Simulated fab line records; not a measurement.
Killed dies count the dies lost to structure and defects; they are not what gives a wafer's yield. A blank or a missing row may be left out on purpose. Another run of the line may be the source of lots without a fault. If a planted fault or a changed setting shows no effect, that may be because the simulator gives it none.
Matching of chambers :: flow nand harc :: rie diel-02 running NHARC_A_STAIRCASE_DESCUM_291: 4 sister chambers
The step chemistry O2, time 3 s. 8 wafers are shown with their chamber, then 9 later ones without.

## EACH WAFER AND ITS CHAMBER
wafer: L130.4
chamber: 3
showerhead plenum p Torr (Torr): 1.96
throttle valve pct (%): 11.317

wafer: L130.5
chamber: 0
showerhead plenum p Torr (Torr): 1.88
throttle valve pct (%): 11.308

wafer: L131.5
chamber: 2
showerhead plenum p Torr (Torr): 1.82
throttle valve pct (%): 11.292

wafer: L134.5
chamber: 1
showerhead plenum p Torr (Torr): 1.94
throttle valve pct (%): 11.315

wafer: L134.6
chamber: 0
showerhead plenum p Torr (Torr): 1.87
throttle valve pct (%): 11.300

wafer: L132.1
chamber: 2
showerhead plenum p Torr (Torr): 1.82
throttle valve pct (%): 11.310

wafer: L132.4
chamber: 1
showerhead plenum p Torr (Torr): 1.94
throttle valve pct (%): 11.284

wafer: L132.5
chamber: 3
showerhead plenum p Torr (Torr): 1.95
throttle valve pct (%): 11.313

## WAFERS MISSING THEIR CHAMBER
wafer: L139.3
showerhead plenum p Torr (Torr): 1.93
throttle valve pct (%): 11.315

wafer: L139.4
showerhead plenum p Torr (Torr): 1.95
throttle valve pct (%): 11.306

wafer: L139.5
showerhead plenum p Torr (Torr): 1.81
throttle valve pct (%): 11.294

wafer: L143.3
showerhead plenum p Torr (Torr): 1.87
throttle valve pct (%): 11.292

wafer: L143.4
showerhead plenum p Torr (Torr): 1.93
throttle valve pct (%): 11.314

wafer: L143.6
showerhead plenum p Torr (Torr): 1.93
throttle valve pct (%): 11.327

wafer: L142.1
showerhead plenum p Torr (Torr): 1.81
throttle valve pct (%): 11.310

wafer: L142.2
showerhead plenum p Torr (Torr): 1.87
throttle valve pct (%): 11.326

wafer: L142.6
showerhead plenum p Torr (Torr): 1.87
throttle valve pct (%): 11.314

## WHICH CHAMBER EACH WENT THROUGH
wafer: L139.3
from the rows above: 1
in truth: 1

wafer: L139.4
from the rows above: can't be placed: 3 or 1
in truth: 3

wafer: L139.5
from the rows above: 2
in truth: 2

wafer: L143.3
from the rows above: 0
in truth: 0

wafer: L143.4
from the rows above: 1
in truth: 1

wafer: L143.6
from the rows above: 1
in truth: 1

wafer: L142.1
from the rows above: 2
in truth: 2

wafer: L142.2
from the rows above: 0
in truth: 0

wafer: L142.6
from the rows above: 0
in truth: 0
Correct placement for 8 of the 9. Cannot be placed on the basis of these rows: 1; the candidates contain the true chamber in 1. Placed wrongly: 0.
How it was worked out, from the rows above alone: a wafer's distance from a chamber is the root of the sum, over the readings, of the square of ((its reading less the chamber's mean) divided by the reading's scatter). The wafer belongs to the nearest chamber; if the next one is less than 2 further off, it can't be placed. A chamber's mean is the mean of its shown wafers. How the scatter is found: for the shown wafers, subtract from each reading the mean of its chamber, square and add these, divide the total by (wafers less chambers), then take the root.
